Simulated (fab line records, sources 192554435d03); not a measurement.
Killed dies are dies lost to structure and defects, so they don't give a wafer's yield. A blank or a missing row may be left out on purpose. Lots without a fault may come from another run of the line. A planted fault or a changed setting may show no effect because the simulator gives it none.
A struck lot beside a sound one | flow n5_finfet | 14 steps out of a route of 1938
Sound: wafers L955.1, L955.2, L955.3. Struck: wafers L956.1, L956.3, L956.6. The cause comes at the end.
At each step with rows: each side's tool, then ch and its chambers, then its first start. Under that, the readings that differ: sound wafers | struck wafers | difference of the means | sigmas: that difference in standard deviations of wafers without a fault.
alike: readings whose means differ by less than 2 such deviations, and words and numbers that are the same on both sides. not compared: withheld readings, readings that some wafer has no value for, bounds like >300 that may hide the same value, and numbers for which the record gives no deviation and whose values overlap.
The two part at a step that has a row with sigmas, a row that says differs or no value, or rows on one side only. Numbers that don't overlap but have no deviation are shown without sigmas and don't part them. A reading that every wafer of one side lacks parts them only if that side has two wafers or more.

first, 1 step without rows for these wafers: N5_BEOL_M10_DEVELOP_27 (develop time 30 s).
N5_BEOL_M10_CD_MEAS_28: target cd 70 nm.
  sound on cd_sem-03 ch 0, day 12 21:16; struck on cd_sem-02 ch 0, day 13 07:46
  alike: cd_nm
N5_BEOL_M10_OVL_MEAS_29:
  sound on overlay-02 ch 0, day 12 21:17; struck on overlay-01 ch 0, day 13 07:48
  alike: V9_OVL
N5_BEOL_M10_INSPECT_30: inspects for defects (brightfield).
  sound on defect_inspect-01, day 12 21:19; struck on defect_inspect-02, day 13 07:49
  reading          | sound       | struck      | difference | sigmas
  raw_defect_count | 654 520 423 | 249 297 386 | -222       | -3
then, 1 step without rows for these wafers: N5_BEOL_M10_DESCUM_33 (chemistry O2, time 7.9 s).
N5_BEOL_M10_ETCH_65: etches SiARC in CF4, target depth 39 nm, time 65 s.
  sound on rie_diel-06 ch 1,2,3, day 12 21:23; struck on rie_diel-06 ch 2,3, day 13 07:56
  alike: chamber_pressure_mTorr, drypump_motor_current_A, etch_rf_on_time_s, oes_product_au, rf_fwd_power_W, rf_vpp_V, showerhead_plenum_p_Torr, throttle_valve_pct
  not compared: rf_hours_counter_h
N5_BEOL_M10_ETCH_66: etches SOC in N2/H2, target depth 120 nm, overetch 24 nm, time 180 s.
  sound on rie_diel-06 ch 1,2,3, day 12 21:26; struck on rie_diel-06 ch 2,3, day 13 07:59
  alike: chamber_pressure_mTorr, drypump_motor_current_A, oes_product_au, rf_fwd_power_W, rf_vpp_V, showerhead_plenum_p_Torr, throttle_valve_pct
  not compared: rf_hours_counter_h
then, 1 step without rows for these wafers: N5_BEOL_M10_STRIP_69 (strips in N2/H2).
N5_BEOL_M10_VIA_ETCH_34: etches SiCOH lowk in C4F6/O2, target depth 184.5 nm, time 69.2 s.
  sound on rie_diel-06 ch 1,2,3, day 12 21:34; struck on rie_diel-06 ch 2,3, day 13 08:07
  alike: O2_flow_sccm, chamber_pressure_mTorr, drypump_motor_current_A, oes_ar_750_au, oes_product_au, rf_fwd_power_W, rf_vpp_V, showerhead_plenum_p_Torr, throttle_valve_pct
  not compared: rf_hours_counter_h
then, 1 step without rows for these wafers: N5_BEOL_M10_STRIP_73 (strips in C4F6/O2).
N5_BEOL_M10_STRIP_36: strips in N2/H2.
  sound on rie_diel-06 ch 1,2,3, day 12 21:37; struck on rie_diel-06 ch 2,3, day 13 08:11
  alike: chamber_pressure_mTorr, drypump_motor_current_A, oes_product_au, rf_vpp_V, showerhead_plenum_p_Torr, throttle_valve_pct
  not compared: rf_hours_counter_h
N5_BEOL_M10_TRENCH_ETCH_37: etches SiCOH lowk in C4F6/O2, target depth 148.83 nm, time 48 s.
  sound on rie_diel-06 ch 1,2,3; struck on rie_diel-06 ch 2,3
  alike: O2_flow_sccm, chamber_pressure_mTorr, drypump_motor_current_A, oes_ar_750_au, oes_product_au, rf_fwd_power_W, rf_vpp_V, showerhead_plenum_p_Torr, throttle_valve_pct
  not compared: rf_hours_counter_h
N5_BEOL_M10_ETCH_41: etches SiCN in CH3F/O2, target depth 42.6 nm, time 86 s.
  sound on rie_diel-06 ch 1,2,3, day 12 21:42; struck on rie_diel-06 ch 2,3, day 13 08:16
  reading                  | sound             | struck            | difference | sigmas
  rf_fwd_power_W (W)       | 393.9 391.3 393.9 | 487.9 487.7 487.9 | +94.8      | +63
  rf_vpp_V (V)             | 299.6 299.2 294.0 | 278.6 275.0 275.2 | -21.3      | -13
  model.etch.depth_nm (nm) | 32.84 32.83 31.91 | 35.94 34.86 34.86 | +2.69      |
  alike: CH3F_flow_sccm, O2_flow_sccm, chamber_pressure_mTorr, drypump_motor_current_A, oes_product_au, showerhead_plenum_p_Torr, throttle_valve_pct
  not compared: rf_hours_counter_h
then, 1 step without rows for these wafers: N5_BEOL_M10_STRIP_77 (strips in N2/H2, time 10 s).

WHERE THEY PART
First at N5_BEOL_M10_INSPECT_30; last, within this record, at N5_BEOL_M10_ETCH_41.

WHY: what the simulator had put in
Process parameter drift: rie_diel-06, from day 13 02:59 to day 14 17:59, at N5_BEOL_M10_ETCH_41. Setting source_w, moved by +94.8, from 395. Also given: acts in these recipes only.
